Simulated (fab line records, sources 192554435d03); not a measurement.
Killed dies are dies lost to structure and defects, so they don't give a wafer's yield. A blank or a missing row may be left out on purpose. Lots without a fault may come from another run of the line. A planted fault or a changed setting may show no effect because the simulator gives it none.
fab line records | flow n5_finfet
record lots=7 wafers=21
route steps=1938 shown BEOL_M12@1656 BEOL_M13@1696 BEOL_M14@1742
start_h: hours from the record's first day to the start of the lot's first wafer shown | wait_h: hours since the lot's step before | " the same as in the row above | L1.1+2: a row that stands for several wafers | - no value, or no start given | * or withheld: withheld | < > ~ a bound
route shown NAME@n: a module of which the file shows steps, and the number in the route of the first | usual: mean/standard deviation of fault-free wafers | same: alike in all rows | chamber/n: place in a boat | sites: the reading at each site | _std_site: their standard deviation | _edge_site: outer sites' mean less inner sites' | radius_mm: how far each site lies from the wafer's centre | mask NAME#n: copy n | behind: the tool/chamber that last shaped the wafer | hold: why the lot was held/for how many hours/how that ended | device: the transistor (n, p or np) that didn't switch | end of line: the same wafers' tests at the end of the route | a step without rows: its recipe alone | killed: dies lost to structure and defects at the first sort, not the wafer's yield | map: a wafer's dies, x killed, . not, _ none there
set.NAME: the setting as run; set.NAME@STEP: as run at that earlier step | model.NAME: the simulator's own value behind a step, which no gauge read
lots whose settings were changed on purpose; a table a step, a row a wafer
## steps
# step N5_BEOL_M12_DEP_53
# recipe material=SiCN target_thk_a=300 temp_c=withheld precursor=3MS/NH3 pressure_torr=3 rf_w=675 time_s=10.5
# columns lot.wafer tool chamber start_h wait_h set.time_s model.SiCN_of_BEOL_M12_DEP_53.thk_nm
L074.1 pecvd-03 2 254.72 0.0 10.5 29.2
L074.2 " 0 " " 11.57 32.2
L074.5 " 2 " " 11.57 33
L078.1 pecvd-01 1 278.08 0.0 10.5 29.6
L078.3 " 2 " " 10.5 30
L078.4 " 1 " " 10.5 30.4
L079.1+2 pecvd-03 2,0 278.31 0.0 10.5 29.4
L079.6 " 1 " " 10.5 29.8
L080.4+6 pecvd-03 2,1 279.41 0.0 9.372 26.8
L080.5 " 0 " " 10.5 30
L084.2 pecvd-03 2 305.60 0.0 10.5 29.8
L084.3 " 0 " " 10.5 30
L084.4 " 0 " " 10.5 30.4
L089.2 pecvd-01 0 324.10 0.0 10.5 30
L089.3 " 2 " " 9.952 28.4
L089.4 " 2 " " 9.952 28.8
L091.1 pecvd-02 1 340.94 0.0 10.5 30.2
L091.2 " 2 " " 10.5 30.4
L091.6 " 0 " " 10.5 30.8
# step N5_BEOL_M13_TRENCH_ETCH_34
# recipe chemistry=C4F8/O2/Ar target=SiOC target_depth_a=4134.7 mask_material=SOC pressure_mtorr=30 source_w=3000 bias_w=700 Ar_flow_sccm=400 C4F8_flow_sccm=15 O2_flow_sccm=8 he_inner_torr=15 he_outer_torr=30 time_s=162.6 ion_energy_ev=250
# columns lot.wafer tool chamber start_h wait_h set.time_s model.etch.depth_nm
L074.1 rie_diel-06 3 256.86 0.0 162.6 404.4
L074.2 " 2 " " 162.6 417.3
L074.5 " 0 " " 186.8 471.2
L078.1 rie_diel-06 1 280.22 0.0 162.6 412.4
L078.3 " 0 " " 150.5 380.1
L078.4 " 3 " " 150.5 369.2
L079.1+2 rie_diel-04 0,2 280.58 0.0 162.6 424.4
L079.6 " 2 " " 151.2 393.8
L080.4 rie_diel-04 3 281.66 0.0 162.6 413.6
L080.5 " 2 " " 162.6 421.3
L080.6 " 1 " " 162.6 414.7
L084.2 rie_diel-06 0 308.26 0.0 162.6 410
L084.3 " 1 " " 162.6 422.3
L084.4 " 1 " " 162.6 423.3
L089.2 rie_diel-02 0 326.82 0.0 194.3 508.2
L089.3 " 1 " " 162.6 406.2
L089.4 " 2 " " 162.6 417.7
L091.1 rie_diel-04 2 343.17 0.0 162.6 418.2
L091.2 " 0 " " 162.6 418.7
L091.6 " 3 " " 162.6 421.4
# step N5_BEOL_M13_STRIP_70
# recipe chemistry=C4F8/O2/Ar resist=SiARC rf_frequency_hz=6e+07
# step N5_BEOL_M13_OCD_MEAS_35
# usual trench_depth_nm=416/5.9
# columns lot.wafer tool chamber start_h wait_h set.time_s@BEOL_M13_TRENCH_ETCH_34 trench_depth_nm
L074.1 ocd-02 - 257.03 0.0 162.6 404
L074.2 " - " " 162.6 418
L074.5 " - " " 186.8 471
L078.1 ocd-02 - 280.40 0.0 162.6 412
L078.3 " - " " 150.5 380
L078.4 " - " " 150.5 369
L079.1 ocd-01 - 280.75 0.0 162.6 424
L079.2 " - " " 162.6 425
L079.6 " - " " 151.2 394
L080.4 ocd-02 - 281.84 0.0 162.6 413
L080.5 " - " " 162.6 421
L080.6 " - " " 162.6 415
L084.2 ocd-01 - 308.44 0.0 162.6 410
L084.3 " - " " 162.6 423
L084.4 " - " " 162.6 423
L089.2 ocd-01 - 326.99 0.0 194.3 508
L089.3 " - " " 162.6 406
L089.4 " - " " 162.6 417
L091.1 ocd-02 - 343.34 0.0 162.6 418
L091.2 " - " " 162.6 419
L091.6 " - " " 162.6 421
# step N5_BEOL_M13_STRIP_37
# recipe chemistry=N2/H2 power_w=1000 temp_c=250 h2_frac=0.65 overash_fraction=0.3 pressure_mtorr=withheld n2_flow_sccm=1750 h2_flow_sccm=3250
# step N5_BEOL_M13_ETCH_38
# recipe chemistry=CF4/N2 target=SiCN target_depth_a=675 taper_deg=2 time_s=71.9 ion_energy_ev=150 mask_material=SiO2 pressure_mtorr=40 source_w=430 bias_w=70 Ar_flow_sccm=100 cf4_flow_sccm=60 n2_flow_sccm=60
# step N5_BEOL_M13_ECD_47
# recipe material=Cu target_thk_a=9360
# step N5_BEOL_M13_ANNEAL_48
# recipe temp_c=225 time_s=90 ambient=N2
# step N5_BEOL_M13_CMP_49
# recipe stop_on=SiOC t_overpolish_s=17.1 down_force_psi=1 platen_rpm=50 clearing_platen_down_force_psi=1.5 clearing_platen_rpm=50 post_cmp_clean=cu_alkaline target_thk_nm=420 clearing_platen_pad_velocity_m_s=0.99484 pad_velocity_m_s=0.99484
# columns lot.wafer tool chamber start_h wait_h set.time_s@BEOL_M13_TRENCH_ETCH_34 model.Cu_of_BEOL_M13_ECD_47.thk_nm
L074.1 cmp-03 3 260.80 0.3 162.6 411.6
L074.2 " 0 " " 162.6 423.6
L074.5 " 2 " " 186.8 477
L078.3 cmp-03 2 283.75 0.2 150.5 386
L078.1 " 3 " " 162.6 418.6
L078.4 " 1 " " 150.5 375.4
L079.1 cmp-01 3 286.22 0.3 162.6 431
L079.2 " 0 " " 162.6 430.2
L079.6 " 3 " " 151.2 401.2
L080.4 cmp-01 3 286.88 0.1 162.6 420.8
L080.6 " 3 " " 162.6 421.4
L080.5 " 0 " " 162.6 427.6
L084.4 cmp-03 2 313.64 0.1 162.6 426.6
L084.2 " 3 " " 162.6 414
L084.3 " 1 " " 162.6 427.6
L089.4 cmp-01 1 331.99 0.1 162.6 424.4
L089.2 " 3 " " 194.3 514
L089.3 " 0 " " 162.6 411.6
L091.1 cmp-02 2 348.28 0.3 162.6 425.8
L091.2 " 0 " " 162.6 424.6
L091.6 " 2 " " 162.6 429.2
# step N5_BEOL_M13_THK_MEAS_50
# recipe thk_meas_gauge=xrf reads=Cu_of_BEOL_M13_ECD_47
# usual M13_THK=415/6.5
# columns lot.wafer tool chamber start_h wait_h set.time_s@BEOL_M13_TRENCH_ETCH_34 M13_THK[nm]
L074.1 film_metro-01 - 261.02 - 162.6 405
L074.2 " - " " 162.6 417
L074.5 " - " " 186.8 470
L078.1 film_metro-01 - 284.04 - 162.6 413
L078.3 " - " " 150.5 379
L078.4 " - " " 150.5 369
L079.1 film_metro-01 - 286.51 - 162.6 423
L079.2 " - " " 162.6 420
L079.6 " - " " 151.2 392
L080.4 film_metro-01 - 287.18 - 162.6 409
L080.5 " - " " 162.6 416
L080.6 " - " " 162.6 408
L084.2 film_metro-01 - 313.94 - 162.6 406
L084.3 " - " " 162.6 419
L084.4 " - " " 162.6 419
L089.2 film_metro-02 - 332.29 - 194.3 505
L089.3 " - " " 162.6 406
L089.4 " - " " 162.6 418
L091.1 film_metro-02 - 348.53 - 162.6 420
L091.2 " - " " 162.6 418
L091.6 " - " " 162.6 423
# step N5_BEOL_M13_PRE_CLEAN_52
# recipe gas=NH3 time_s=15 temp_c=withheld rf_power_w=300
# step N5_BEOL_M13_DEP_53
# recipe material=SiCN target_thk_a=500 temp_c=withheld precursor=3MS/NH3 pressure_torr=3 rf_w=675 time_s=17.8
# step N5_BEOL_M13_RS_MEAS_54
# recipe thk_meas_gauge=four-point-probe reads=Cu_of_BEOL_M13_ECD_47+Ta_of_BEOL_M13_SPUTTER_44+TaN_of_BEOL_M13_SPUTTER_43
# usual M13_RS=0.0446/0.00065
# columns lot.wafer tool chamber start_h wait_h set.time_s@BEOL_M13_TRENCH_ETCH_34 M13_RS[ohm/sq]
L074.1 film_metro-01 - 261.14 0.0 162.6 0.0458
L074.2 " - " " 162.6 0.0443
L074.5 " - " " 186.8 0.0392
L078.1 film_metro-02 - 284.17 0.0 162.6 0.0450
L078.3 " - " " 150.5 0.0490
L078.4 " - " " 150.5 0.0504
L079.1 film_metro-02 - 286.64 0.0 162.6 0.0437
L079.2 " - " " 162.6 0.0439
L079.6 " - " " 151.2 0.0470
L080.4 film_metro-02 - 287.30 0.0 162.6 0.0449
L080.5 " - " " 162.6 0.0441
L080.6 " - " " 162.6 0.0448
L084.2 film_metro-01 - 314.07 0.1 162.6 0.0455
L084.3 " - " " 162.6 0.0440
L084.4 " - " " 162.6 0.0441
L089.2 film_metro-02 - 332.42 0.1 194.3 0.0365
L089.3 " - " " 162.6 0.0457
L089.4 " - " " 162.6 0.0444
L091.1 film_metro-02 - 348.66 0.0 162.6 0.0443
L091.2 " - " " 162.6 0.0444
L091.6 " - " " 162.6 0.0439
# step N5_BEOL_M14_EXPOSE_25
# recipe mask_id=M14 na=0.8 source_shape=annular sigma_inner=0.5 sigma_outer=0.8 polarization=unpolarized target_cd_nm=280 dose_mj=26.6
# columns lot.wafer tool chamber start_h wait_h mask set.dose_mj
L074.1+5 krf_scanner-01 0 262.57 - M14#0 25.88
L074.2 " 0 " " M14#0 26.6
L078.1 krf_scanner-02 0 286.14 - M14#0 26.6
L078.3+4 " 0 " " M14#0 27.69
L079.1 krf_scanner-02 0 288.04 - M14#0 28.32
L079.2+6 " 0 " " M14#0 26.6
L080.4+5+6 krf_scanner-02 0 288.59 - M14#0 26.6
L084.2+3+4 krf_scanner-02 0 315.56 - M14#0 26.6
L089.2+3 krf_scanner-01 0 333.80 - M14#0 25.03
L089.4 " 0 " " M14#0 26.6
L091.1+2+6 krf_scanner-02 0 350.06 - M14#0 26.6
# step N5_BEOL_M14_DEVELOP_27
# recipe develop_time_s=45 rinse_liquid=diw dry=air_spin dev_temp_c=21
# columns lot.wafer tool chamber start_h wait_h set.develop_time_s
L074.1+5 litho_track-01 0 - - 45
L074.2 " 0 " " 51.91
L078.1+3 litho_track-04 0 - - 45
L078.4 " 0 " " 37.78
L079.1+6 litho_track-04 0 - - 45
L079.2 " 0 " " 36.97
L080.4+5 litho_track-04 0 - - 51.41
L080.6 " 0 " " 45
L084.2+3+4 litho_track-04 0 - - 45
L089.2+3+4 litho_track-04 0 - - 45
L091.1+2+6 litho_track-02 0 - - 45
# step N5_BEOL_M14_HARDBAKE_32
# recipe temp_c=130 time_s=120
# step N5_BEOL_M14_CD_MEAS_28
# recipe target_cd_nm=284.4 landing_energy_ev=500 detector=se_inlens
# usual cd_nm=284.6/1.9
# columns lot.wafer tool chamber start_h wait_h set.dose_mj@BEOL_M14_EXPOSE_25 cd_nm
L074.1 cd_sem-02 0 262.74 - 25.88 279.6
L074.2 " 0 " " 26.6 286.3
L074.5 " 0 " " 25.88 278.1
L078.1 cd_sem-03 0 286.31 - 26.6 284.0
L078.3 " 0 " " 27.69 289.6
L078.4 " 0 " " 27.69 292.9
L079.1 cd_sem-01 0 288.21 - 28.32 294.6
L079.2 " 0 " " 26.6 283.9
L079.6 " 0 " " 26.6 284.7
L080.4 cd_sem-03 0 288.75 - 26.6 283.4
L080.5 " 0 " " 26.6 285.2
L080.6 " 0 " " 26.6 281.6
L084.2 cd_sem-01 0 315.73 - 26.6 282.4
L084.3 " 0 " " 26.6 285.5
L084.4 " 0 " " 26.6 281.9
L089.2 cd_sem-01 0 333.96 - 25.03 273.6
L089.3 " 0 " " 25.03 275.5
L089.4 " 0 " " 26.6 282.0
L091.1 cd_sem-03 0 350.24 - 26.6 286.1
L091.2 " 0 " " 26.6 286.4
L091.6 " 0 " " 26.6 286.3
# step N5_BEOL_M14_DESCUM_33
# recipe chemistry=O2 time_s=7.9 source_power_w=50 bias_power_w=20 pressure_mtorr=20 rf_frequency_hz=2.712e+07 temp_c=40 o2_flow_sccm=225
# columns lot.wafer tool chamber start_h wait_h set.dose_mj@BEOL_M14_EXPOSE_25 model.BEOL_M14.cd_nm
L074.1 rie_diel-03 0 263.25 0.5 25.88 279.6
L074.2 " 1 " " 26.6 285.8
L074.5 " 0 " " 25.88 278
L078.1 rie_diel-01 1 286.40 0.0 26.6 284.2
L078.3 " 0 " " 27.69 289.6
L078.4 " 2 " " 27.69 292.6
L079.1 rie_diel-01 2 288.30 0.0 28.32 294.6
L079.2 " 0 " " 26.6 283.8
L079.6 " 1 " " 26.6 284.8
L080.4 rie_diel-01 2 289.00 0.1 26.6 283.4
L080.5 " 1 " " 26.6 285.4
L080.6 " 0 " " 26.6 281.4
L084.2 rie_diel-03 2 315.82 0.0 26.6 282.6
L084.3 " 0 " " 26.6 285.6
L084.4 " 3 " " 26.6 282.2
L089.2 rie_diel-05 3 334.06 0.0 25.03 273.6
L089.3 " 0 " " 25.03 276
L089.4 " 0 " " 26.6 282.2
L091.1+6 rie_diel-03 1,0 350.37 0.1 26.6 286
L091.2 " 3 " " 26.6 286.8
# step N5_BEOL_M14_ETCH_67
# recipe chemistry=CF4 target=SiARC target_depth_a=1430 time_s=238.3 ion_energy_ev=80 pressure_mtorr=40 source_w=545 bias_w=36 Ar_flow_sccm=100 cf4_flow_sccm=100 ends=cleared
# step N5_BEOL_M14_ETCH_68
# recipe chemistry=N2/H2 target=SOC mask_material=SiARC source_w=3000 bias_w=350 temp_c=40 time_s=450 ion_energy_ev=200 pressure_mtorr=30 n2_flow_sccm=200 h2_flow_sccm=200
# step N5_BEOL_M14_STRIP_69
# recipe chemistry=N2/H2 temp_c=40 n2_flow_sccm=200 h2_flow_sccm=200 rf_frequency_hz=6e+07
# step N5_BEOL_M14_TRENCH_ETCH_34
# recipe chemistry=C4F8/O2/Ar target=SiO2 target_depth_a=5566.5 mask_material=SOC he_inner_torr=15 he_outer_torr=30 time_s=126.9 ion_energy_ev=800 pressure_mtorr=20 source_w=1905 bias_w=2040 Ar_flow_sccm=400 C4F8_flow_sccm=16 O2_flow_sccm=12
# columns lot.wafer tool chamber start_h wait_h set.dose_mj@BEOL_M14_EXPOSE_25 model.BEOL_M14.cd_nm
L074.1 rie_diel-03 0 263.71 0.0 25.88 275.2
L074.2 " 1 " " 26.6 283
L074.5 " 0 " " 25.88 272.2
L078.1 rie_diel-01 1 286.86 0.0 26.6 278.4
L078.3 " 0 " " 27.69 286.6
L078.4 " 2 " " 27.69 288.2
L079.1 rie_diel-01 2 288.75 0.0 28.32 290.2
L079.2 " 0 " " 26.6 281
L079.6 " 1 " " 26.6 278.6
L080.4 rie_diel-01 2 289.49 0.1 26.6 279
L080.5 " 1 " " 26.6 278.2
L080.6 " 0 " " 26.6 277.2
L084.2 rie_diel-03 2 316.27 0.0 26.6 277
L084.3 " 0 " " 26.6 281
L084.4 " 3 " " 26.6 277.4
L089.2 rie_diel-05 3 334.52 0.0 25.03 271.4
L089.3 " 0 " " 25.03 270.6
L089.4 " 0 " " 26.6 277.8
L091.1 rie_diel-03 1 350.82 0.0 26.6 282.6
L091.2 " 3 " " 26.6 282
L091.6 " 0 " " 26.6 281
## key
split step=N5_BEOL_M12_DEP_53 setting=time_s stated=10.5 by=wafer
response step=N5_BEOL_M12_DEP_53 reading=model.SiCN_of_BEOL_M12_DEP_53.thk_nm change=+0.31 per=1% r=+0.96
split step=N5_BEOL_M13_TRENCH_ETCH_34 setting=time_s stated=162.6 by=wafer
response step=N5_BEOL_M13_TRENCH_ETCH_34 reading=model.etch.depth_nm change=+4.63 per=1% r=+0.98
response step=N5_BEOL_M13_OCD_MEAS_35 reading=trench_depth_nm change=+4.63 per=1% r=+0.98
response step=N5_BEOL_M13_CMP_49 reading=model.Cu_of_BEOL_M13_ECD_47.thk_nm change=+4.59 per=1% r=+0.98
response step=N5_BEOL_M13_THK_MEAS_50 reading=M13_THK change=+4.52 per=1% r=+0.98
response step=N5_BEOL_M13_RS_MEAS_54 reading=M13_RS change=-0.000443 per=1% r=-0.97
split step=N5_BEOL_M14_EXPOSE_25 setting=dose_mj stated=26.6 by=wafer
response step=N5_BEOL_M14_CD_MEAS_28 reading=cd_nm change=+1.6 per=1% r=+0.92
response step=N5_BEOL_M14_DESCUM_33 reading=model.BEOL_M14.cd_nm change=+1.56 per=1% r=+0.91
response step=N5_BEOL_M14_TRENCH_ETCH_34 reading=model.BEOL_M14.cd_nm change=+1.68 per=1% r=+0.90
split step=N5_BEOL_M14_DEVELOP_27 setting=develop_time_s stated=45 by=wafer
response none clear
